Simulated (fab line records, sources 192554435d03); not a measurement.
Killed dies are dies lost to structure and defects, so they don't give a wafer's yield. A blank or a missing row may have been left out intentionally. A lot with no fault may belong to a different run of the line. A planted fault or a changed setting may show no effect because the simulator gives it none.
A struck lot beside a sound one	flow n5Finfet	37 steps out of a route of 1938
Sound: wafers L529.1, L529.2, L529.3. Wafers struck: L521.1, L521.3. At the end, the cause is stated.
Order at every step that has rows: each side's tool, ch and its chambers, its first start. Under that, the readings that differ: sound wafers	struck wafers	difference of the means	sigmas: that difference in standard deviations of wafers without a fault.
alike: same words and numbers on both sides, and readings whose means sit less than 2 such deviations apart. not compared: any withheld reading, any reading some wafer has no value for, any bound like >300 that may hide the same value, and any number with overlapping values for which the record gives no deviation.
A row with sigmas, a row that says differs or no value, or rows on one side alone: a step with any of these is where the two part. When numbers do not overlap yet have no deviation, they are printed without sigmas and do not part them. A reading missing from all wafers of one side parts the sides only when that side holds two or more wafers.

first, 10 steps without rows for these wafers: N5_BEOL_M0_SAQP_DESCUM_19 (chemistry O2, time 7.9 s); N5_BEOL_M0_SAQP_ETCH_83 (etches SiARC in CF4, target depth 39 nm, time 65 s); N5_BEOL_M0_SAQP_ETCH_84 (etches SOC in N2/H2, target depth 100 nm, overetch 20 nm, time 150 s); N5_BEOL_M0_SAQP_STRIP_80 (strips in N2/H2); N5_BEOL_M0_SAQP_HM_OPEN_112 (chemistry CHF3/O2, target SiO2, stops on a-Si, target depth 12 nm, time 13.5 s); N5_BEOL_M0_SAQP_STRIP_113 (strips in CHF3/O2); N5_BEOL_M0_SAQP_MANDREL_ETCH_20 (etches a-Si in HBr/Cl2, stops on SiNx, target depth 60 nm, bt time 10 s, time 30 s); N5_BEOL_M0_SAQP_STRIP_86 (strips in N2/H2); N5_BEOL_M0_SAQP_STRIP_115 (strips in post etch residue remover, time 60 s); N5_BEOL_M0_SAQP_SRD_93 (time 30 s).
N5_BEOL_M0_SAQP_RECESS_114: chemistry HF/NH3, target SiO2, target depth 14.4 nm, afs cycles 3, sublimation time 60 s.
  sound on vaporEtch-01 ch 0,1, day 11 00:53; struck on vaporEtch-02 ch 1, day 9 00:50
reading	sound	struck	difference	sigmas
drypumpMotorCurrentA (A)	5.6 6.1 5.6	4.7 4.7	-1.1	-2
then, 24 steps without rows for these wafers: N5_BEOL_M0_SAQP_SPACER1_ALD_98 (deposits SiO2, target thk 12.8 nm, pulse time 1 s, purge time 2 s); N5_BEOL_M0_SAQP_SPACER1_ETCHBACK_99 (etches SiO2 in CHF3/O2, target depth 15.4 nm, time 7.7 s); N5_BEOL_M0_SAQP_MANDREL1_REMOVE_100 (chemistry HBr/Cl2/O2, target a-Si, stops on SiNx, bt time 10 s); N5_BEOL_M0_SAQP_ETCH_101 (etches SiNx in CH3F/O2, target depth 29.9 nm, time 42.7 s); N5_BEOL_M0_SAQP_ETCH_102 (etches SiO2 in CF4, target depth 4 nm, time 4.4 s); N5_BEOL_M0_SAQP_MANDREL_ETCH_103 (etches a-Si in HBr/Cl2, stops on SiCN, target depth 45 nm, bt time 10 s, time 27 s); N5_BEOL_M0_SAQP_RECESS_104 (chemistry HF/NH3, target SiO2, target depth 18 nm, afs cycles 3, sublimation time 60 s); N5_BEOL_M0_SAQP_COAT_105 (time 60 s, resist thk 100 nm); N5_BEOL_M0_SAQP_ETCH_106 (etches SOC in N2/H2, stops on SiNx, target depth 150 nm); N5_BEOL_M0_SAQP_ETCH_107 (etches SiNx in CH3F/O2, target depth 30 nm); N5_BEOL_M0_SAQP_STRIP_108 (strips in N2/H2); N5_BEOL_M0_SAQP_RECESS_109 (chemistry HF/NH3, target SiO2, target depth 3 nm, afs cycles 1, sublimation time 60 s); N5_BEOL_M0_SAQP_SPACER2_ALD_26 (deposits SiO2, target thk 15 nm, pulse time 1 s, purge time 2 s); N5_BEOL_M0_SAQP_SPACER2_ETCHBACK_27 (etches SiO2 in CHF3/O2, target depth 22.5 nm, time 11.25 s); N5_BEOL_M0_SAQP_MANDREL2_REMOVE_110 (chemistry HBr/Cl2/O2, target a-Si, stops on SiCN, bt time 10 s); N5_BEOL_M0_SAQP_COAT_69 (time 60 s, resist thk 90 nm); N5_BEOL_M0_SAQP_COAT_72 (time 60 s, resist thk 15 nm); N5_BEOL_M0_SAQP_COAT_87 (time 60 s, resist thk 5 nm); N5_BEOL_M0_SAQP_COAT_34 (resist thk 30 nm); N5_BEOL_M0_SAQP_EBR_36; N5_BEOL_M0_SAQP_SOFTBAKE_35 (time 60 s); N5_BEOL_M0_SAQP_EXPOSE_37 (exposes mask M0 CUT1, target cd 30 nm); N5_BEOL_M0_SAQP_PEB_38 (peb time 60 s); N5_BEOL_M0_SAQP_DEVELOP_39 (develop time 30 s).
-- the record jumps here: 2 days lie between the struck wafers' starts before and after (it left off in module BEOL_M0_SAQP and takes up again in module BEOL_M4, whose first step shown is number 1111 of the route) --
N5_BEOL_M4_RC_MEAS_101:
  sound on prober-01 ch 0, day 13 14:08; struck on prober-02 ch 0, day 11 09:31
  alike: DIBL_N, DIBL_P, IOFF_N, IOFF_P, ION_N, ION_P, SS_N, SS_P, VT_N, VT_P
-- here the record skips 5 days between the struck wafers' starts before and after, leaving off in module BEOL_M4 and picking up in module PASSIVATION (first step shown: number 1936 of the route) --
N5_PASSIVATION_PROBE_49:
  sound on prober-02 at day 17 18:47; struck on prober-02 at day 16 03:42
reading	sound	struck	difference	sigmas
defectLimitedYield (%)	91.3 92.2 91.6	60.5 70.2	-26.4	-18
killed_at_M0_to_M3	30 22 38	393 280	+306	+26
killedDies	103 92 99	466 352	+311	+18
killedOnRim	15 10 14	78 61	+56	+13
sortNPass	1077 1088 1081	714 828	-311	-18
sortYieldPct (%)	91.3 92.2 91.6	60.5 70.2	-26.4	-18
  alike: killed_at_M4_up, killedAtContacts, killedAtFrontEnd, killedAtOther, killedOpen, killedShort, sort_bin_5_function, sort_bin_6_memory

## WHERE THEY PART
First at N5_BEOL_M0_SAQP_RECESS_114; last, within this record, at N5_PASSIVATION_PROBE_49.

WHY: what had been put in by the simulator
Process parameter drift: vaporEtch-02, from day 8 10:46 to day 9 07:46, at N5_BEOL_M0_SAQP_RECESS_114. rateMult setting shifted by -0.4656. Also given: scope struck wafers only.
